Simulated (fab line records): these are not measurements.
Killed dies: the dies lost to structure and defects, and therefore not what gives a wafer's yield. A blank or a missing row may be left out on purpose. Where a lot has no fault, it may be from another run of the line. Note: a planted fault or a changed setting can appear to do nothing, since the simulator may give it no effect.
The tool behind it: which one? -- flow n5-finfet -- 27 wafers from 9 lots sampled at 5 of the route's 1938 steps

WHAT EACH GAUGE READ, for each wafer
N5_BEOL_M4_RC_MEAS_101. Usual: DIBL_N 37.2 mV/V, standard deviation 1.8; DIBL_P 37.5 mV/V, standard deviation 2.5; IOFF_N 0.17 nA/um, standard deviation 0.038; IOFF_P 0.24 nA/um, standard deviation 0.046; ION_N 681 uA/um, standard deviation 13; ION_P 469 uA/um, standard deviation 8.5; SS_N 71.7 mV/dec, standard deviation 0.6; SS_P 73.6 mV/dec, standard deviation 0.69; VT_N 249 mV, standard deviation 3.4; VT_P -248 mV, standard deviation 3.6.
lot,measured,on,DIBL_N (mV/V),DIBL_P (mV/V),IOFF_N (nA/um),IOFF_P (nA/um),ION_N (uA/um),ION_P (uA/um),SS_N (mV/dec),SS_P (mV/dec),VT_N (mV),VT_P (mV),flag
L288,day 7 19:19,prober-01,37.7 37.1 34.6,36.6 35.3 33.2,0.20 0.16 0.14,0.28 0.25 0.22,690 673 667,478 466 463,72.4 71.7 70.9,73.8 73.3 72.3,248 251 252,-245 -246 -245,
L290,day 8 19:02,prober-01,36.3 38.8 39.1,38.2 41.6 42.1,0.15 0.20 0.21,0.24 0.31 0.31,671 689 699,469 476 483,72.0 72.7 73.4,74.3 73.8 75.4,252 247 247,-246 -241 -244,
L297,day 10 15:47,prober-01,36.1 38.9 36.3,39.2 41.4 38.1,0.18 0.24 0.17,0.24 0.29 0.22,684 694 670,465 478 459,72.3 72.1 72.2,74.3 75.1 73.6,249 244 253,-248 -245 -251,
L298,day 10 18:56,prober-02,38.3 38.7 36.6,38.1 39.1 35.9,0.19 0.21 0.15,0.25 0.25 0.21,679 701 673,466 474 462,72.0 71.2 71.4,74.4 74.9 73.6,249 244 250,-248 -248 -250,
L302,day 11 14:37,prober-01,37.1 37.5 36.6,37.0 36.9 36.5,0.17 0.17 0.15,0.25 0.23 0.23,683 666 664,470 462 459,72.0 72.2 72.2,74.0 73.9 74.0,250 249 253,-248 -252 -248,
L303,day 11 22:26,prober-02,37.3 37.1 37.8,37.5 37.0 38.7,0.16 0.16 0.17,0.25 0.24 0.27,684 678 687,475 473 477,71.5 71.6 72.3,72.4 73.1 73.7,250 251 249,-246 -248 -244,
L309,day 13 03:29,prober-02,35.3 37.5 37.3,35.2 38.9 38.8,0.15 0.19 0.19,0.19 0.25 0.25,680 699 686,467 480 471,71.8 72.2 71.8,73.1 73.8 73.8,246 246 246,-249 -248 -247,
L310,day 13 07:25,prober-01,36.3 38.2 33.9,36.7 38.6 33.7,0.16 0.20 0.13,0.23 0.26 0.19,683 699 671,468 476 461,71.2 72.2 71.0,73.2 73.8 73.2,248 248 252,-248 -248 -251,
L311,day 13 10:23,prober-02,36.8 37.9 37.2,36.5 38.9 37.1,0.16 0.18 0.15,0.23 0.25 0.23,674 683 671,467 465 462,72.0 71.8 72.8,72.8 73.7 73.4,250 247 253,-247 -248 -248,

TOOL THAT RAN EACH LOT (tool first, then ch and the chambers of the sampled wafers, then the start)
lot,N5_BEOL_M0_SAQP_DESCUM_45,N5_BEOL_M0_SAQP_ETCH_88,N5_BEOL_M0_SAQP_CUT_ETCH_46,N5_BEOL_M0_SAQP_STRIP_75
L288,"rie-diel-05 ch 0,1,3, day 5 18:17","rie-diel-05 ch 0,1,3, day 5 18:19","rie-diel-05 ch 0,1,3, day 5 18:22","rie-diel-05 ch 0,1,3, day 5 19:12"
L290,"rie-diel-02 ch 0,1, day 6 09:43","rie-diel-02 ch 0,1, day 6 09:45","rie-diel-02 ch 0,1, day 6 09:47","rie-diel-04 ch 2,3, day 6 10:37"
L297,"rie-diel-02 ch 0,3, day 8 05:24","rie-diel-02 ch 0,3, day 8 05:26","rie-diel-02 ch 0,3, day 8 05:29","rie-diel-04 ch 0,1, day 8 06:19"
L298,"rie-diel-02 ch 0,1,3, day 8 08:20","rie-diel-02 ch 0,1,3, day 8 08:23","rie-diel-02 ch 0,1,3, day 8 08:26","rie-diel-05 ch 0,2, day 8 09:17"
L302,"rie-diel-02 ch 0,1, day 9 06:20","rie-diel-02 ch 0,1, day 9 06:23","rie-diel-02 ch 0,1, day 9 06:31","rie-diel-04 ch 0,1, day 9 07:27"
L303,"rie-diel-02 ch 0,1, day 9 09:44","rie-diel-02 ch 0,1, day 9 09:47","rie-diel-02 ch 0,1, day 9 09:56","rie-diel-05 ch 2,3, day 9 10:46"
L309,"rie-diel-05 ch 0,1,3, day 10 19:45","rie-diel-05 ch 0,1,3, day 10 19:47","rie-diel-05 ch 0,1,3, day 10 19:50","rie-diel-04 ch 1,2,3, day 10 20:40"
L310,"rie-diel-04 ch 0,2,3, day 11 03:18","rie-diel-04 ch 0,2,3, day 11 03:20","rie-diel-04 ch 0,2,3, day 11 03:23","rie-diel-02 ch 0,2,3, day 11 04:13"
L311,"rie-diel-04 ch 1,3, day 11 08:28","rie-diel-04 ch 1,3, day 11 08:30","rie-diel-04 ch 1,3, day 11 08:33","rie-diel-04 ch 0,1,2, day 11 09:22"
- N5_BEOL_M0_SAQP_DESCUM_45: chemistry O2, time 7 s.
- N5_BEOL_M0_SAQP_ETCH_88: etches underlayer in N2/H2, target depth 6.5 nm, time 5.2 s.
- N5_BEOL_M0_SAQP_CUT_ETCH_46: etches SOC in N2/H2, target depth 135 nm, overetch 27 nm, time 202.5 s.
- N5_BEOL_M0_SAQP_STRIP_75: strips in CF4.

AS READ BY THE TOOLS THEMSELVES (means over the sampled wafers that have a number; for cases with no such wafer, the mark the record gives instead)
N5_BEOL_M0_SAQP_DESCUM_45. Usual: drypump-motor-current-A 5.8 A, standard deviation 0.43; oes-product-au 0.77 a.u., standard deviation 0.085; rf-vpp-V 243.2 V, standard deviation 1.5; showerhead-plenum-p-Torr 2.09 Torr, standard deviation 0.065; throttle-valve-pct 20.55 %, standard deviation 0.26.
lot,tool,drypump-motor-current-A (A),oes-product-au (a.u.),rf-vpp-V (V),showerhead-plenum-p-Torr (Torr),throttle-valve-pct (%),flag
L288,rie-diel-05,5.5,0.82,243.6,2.09,20.46,
L290,rie-diel-02,6.2,0.68,243.2,2.09,20.73,
L297,rie-diel-02,6.0,0.69,244.1,2.12,20.79,
L298,rie-diel-02,6.0,0.67,242.7,2.06,20.80,
L302,rie-diel-02,6.2,0.67,242.8,2.08,20.76,
L303,rie-diel-02,6.2,0.67,241.4,2.03,20.79,
L309,rie-diel-05,5.6,0.78,242.8,2.08,20.51,
L310,rie-diel-04,5.4,0.84,243.3,2.10,20.28,
L311,rie-diel-04,5.8,0.86,243.9,2.13,20.41,

N5_BEOL_M0_SAQP_ETCH_88. Usual: drypump-motor-current-A 5.8 A, standard deviation 0.43; etch-rf-on-time-s 5.22 s, standard deviation 0.15; n2-flow-sccm 200.0 sccm, standard deviation 0.65; oes-product-au 0.66 a.u., standard deviation 0.074; rf-fwd-power-W 819.6 W, standard deviation 2.5; rf-vpp-V 523.9 V, standard deviation 2.6; showerhead-plenum-p-Torr 2.54 Torr, standard deviation 0.077; throttle-valve-pct 18.02 %, standard deviation 0.29.
lot,tool,drypump-motor-current-A (A),etch-rf-on-time-s (s),n2-flow-sccm (sccm),oes-product-au (a.u.),rf-fwd-power-W (W),rf-vpp-V (V),showerhead-plenum-p-Torr (Torr),throttle-valve-pct (%),flag
L288,rie-diel-05,5.5,5.27,199.8,0.70,815.6,524.5,2.57,18.02,
L290,rie-diel-02,6.2,5.33,199.9,0.58,821.8,523.2,2.54,18.10,
L297,rie-diel-02,6.0,5.16,200.3,0.58,818.0,525.6,2.57,18.18,
L298,rie-diel-02,6.0,5.28,200.1,0.58,819.1,523.4,2.50,18.25,
L302,rie-diel-02,6.2,5.26,198.9,0.57,822.1,524.1,2.53,18.15,
L303,rie-diel-02,6.2,5.38,199.4,0.56,822.5,521.6,2.46,18.21,
L309,rie-diel-05,5.6,5.21,200.4,0.67,817.5,523.3,2.55,18.07,
L310,rie-diel-04,5.4,5.16,200.3,0.72,818.9,523.8,2.55,17.77,
L311,rie-diel-04,5.8,5.12,200.0,0.73,819.0,525.7,2.58,17.73,

N5_BEOL_M0_SAQP_CUT_ETCH_46. Usual: drypump-motor-current-A 5.8 A, standard deviation 0.42; n2-flow-sccm 200.1 sccm, standard deviation 0.63; rf-fwd-power-W 837.9 W, standard deviation 2.8; rf-vpp-V 523.8 V, standard deviation 2.4; showerhead-plenum-p-Torr 2.54 Torr, standard deviation 0.077; throttle-valve-pct 17.98 %, standard deviation 0.29.
lot,tool,drypump-motor-current-A (A),n2-flow-sccm (sccm),rf-fwd-power-W (W),rf-vpp-V (V),showerhead-plenum-p-Torr (Torr),throttle-valve-pct (%),flag
L288,rie-diel-05,5.5,200.3,835.9,524.8,2.57,17.96,
L290,rie-diel-02,6.2,200.4,841.4,523.8,2.54,18.06,
L297,rie-diel-02,6.0,200.3,839.1,524.5,2.57,18.14,
L298,rie-diel-02,6.0,199.6,838.1,522.6,2.50,18.19,
L302,rie-diel-02,6.2,200.3,701.6,556.4,2.53,18.10,OFF
L303,rie-diel-02,6.3,199.1,766.4,537.7,2.46,18.17,OFF
L309,rie-diel-05,5.6,200.5,840.2,524.2,2.55,18.03,
L310,rie-diel-04,5.4,200.0,836.7,524.1,2.55,17.73,
L311,rie-diel-04,5.8,200.5,839.6,526.1,2.57,17.68,

N5_BEOL_M0_SAQP_STRIP_75. Usual: drypump-motor-current-A 5.7 A, standard deviation 0.43; oes-product-au 0.184 a.u., standard deviation 0.019; rf-vpp-V 271.3 V, standard deviation 1.3; showerhead-plenum-p-Torr 1.80 Torr, standard deviation 0.049; throttle-valve-pct 13.62 %, standard deviation 0.27.
lot,tool,drypump-motor-current-A (A),oes-product-au (a.u.),rf-vpp-V (V),showerhead-plenum-p-Torr (Torr),throttle-valve-pct (%),flag
L288,rie-diel-05,5.5,0.190,271.4,1.81,13.66,
L290,rie-diel-04,5.3,0.181,273.3,1.84,13.56,
L297,rie-diel-04,5.7,0.185,270.5,1.76,13.52,
L298,rie-diel-05,5.6,0.183,271.8,1.80,13.67,
L302,rie-diel-04,5.7,0.183,270.4,1.75,13.55,
L303,rie-diel-05,5.9,0.180,272.2,1.82,13.71,
L309,rie-diel-04,5.7,0.201,271.9,1.83,13.39,
L310,rie-diel-02,5.9,0.162,270.6,1.80,14.03,
L311,rie-diel-04,5.7,0.193,272.0,1.79,13.47,

THE ANSWER, worked out from the rows above alone
Rule: lot off if the mean of its wafers having a number is beyond 3 standard deviations from the usual mean. A lot without any number at a reading at which 4 lots or more have one is off too. Any other lot the step has rows for is counted as sound. After the gauges, taken in route order, come the tools' own readings; for these a lot's mean is taken, as printed above. The first step at which some lot is off is used, and at that step the reading that is off furthest; a lot without a number counts as furthest.
Off, at N5_BEOL_M0_SAQP_CUT_ETCH_46 on rf-fwd-power-W: L302, L303.
If a tool, at that step or one of the process steps before it, ran each lot that is off and ran no sound lot following the first of them, it fits. One fits: N5_BEOL_M0_SAQP_DESCUM_45 and N5_BEOL_M0_SAQP_ETCH_88 and N5_BEOL_M0_SAQP_CUT_ETCH_46 on rie-diel-02. At N5_BEOL_M0_SAQP_DESCUM_45 its last sound lot is L298 (day 8 08:20), its first lot that is off L302 (day 9 06:20): a fault that began between those two fits.

WHAT WAS PUT IN BY THE SIMULATOR
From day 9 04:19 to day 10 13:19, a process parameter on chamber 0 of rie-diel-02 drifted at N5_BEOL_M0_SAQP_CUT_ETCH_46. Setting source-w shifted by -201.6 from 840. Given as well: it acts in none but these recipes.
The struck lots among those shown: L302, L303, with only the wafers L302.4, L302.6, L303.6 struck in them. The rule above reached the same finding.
